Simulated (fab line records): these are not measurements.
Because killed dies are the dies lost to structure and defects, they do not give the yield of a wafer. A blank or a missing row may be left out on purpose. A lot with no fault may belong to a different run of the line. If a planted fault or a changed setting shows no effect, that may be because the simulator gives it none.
Chamber matching || flow n5-finfet || rie-si-03 running N5_DUMMY_GATE_ETCH_32: 4 sister chambers
The step etches SiO2 in CF4, target depth 3.5 nm, time 3.9 s. 4 wafers are shown with their chamber, then 8 later ones without.

WAFERS, EACH WITH ITS CHAMBER
{"wafer": "L075.6", "chamber": 3, "throttle-valve-pct (%)": 21.93}
{"wafer": "L088.1", "chamber": 0, "throttle-valve-pct (%)": 21.47}
{"wafer": "L088.2", "chamber": 2, "throttle-valve-pct (%)": 21.47}
{"wafer": "L089.1", "chamber": 1, "throttle-valve-pct (%)": 21.52}

WAFERS WITHOUT THEIR CHAMBER
{"wafer": "L089.4", "throttle-valve-pct (%)": 21.48}
{"wafer": "L089.5", "throttle-valve-pct (%)": 21.47}
{"wafer": "L090.2", "throttle-valve-pct (%)": 21.94}
{"wafer": "L090.3", "throttle-valve-pct (%)": 21.54}
{"wafer": "L090.5", "throttle-valve-pct (%)": 21.53}
{"wafer": "L097.3", "throttle-valve-pct (%)": 21.47}
{"wafer": "L097.5", "throttle-valve-pct (%)": 21.93}
{"wafer": "L097.6", "throttle-valve-pct (%)": 21.49}

EACH ONE'S CHAMBER
{"wafer": "L089.4", "from the rows above": "can't be placed: 0 or 2", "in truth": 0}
{"wafer": "L089.5", "from the rows above": "can't be placed: 0 or 2", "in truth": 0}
{"wafer": "L090.2", "from the rows above": 3, "in truth": 3}
{"wafer": "L090.3", "from the rows above": 1, "in truth": 1}
{"wafer": "L090.5", "from the rows above": 1, "in truth": 1}
{"wafer": "L097.3", "from the rows above": "can't be placed: 0 or 2", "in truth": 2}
{"wafer": "L097.5", "from the rows above": 3, "in truth": 3}
{"wafer": "L097.6", "from the rows above": "can't be placed: 0 or 2 or 1", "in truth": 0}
4 of 8 placed correctly. Can't be placed from these rows: 4 (the true chamber is among the candidates in 4). Wrongly placed: 0.
How it was worked out, from the rows above alone: a wafer's distance from a chamber is the root of the sum, over the readings, of the square of ((its reading less the chamber's mean) divided by the reading's scatter). If the next closest chamber is less than 2 further off than the closest, the wafer can't be placed; otherwise it belongs to the closest. For every chamber, the mean is computed from those of its wafers that are shown. The scatter: with one shown wafer a chamber, the root of the mean of the squares of how far each hidden wafer lies from its nearest shown one.
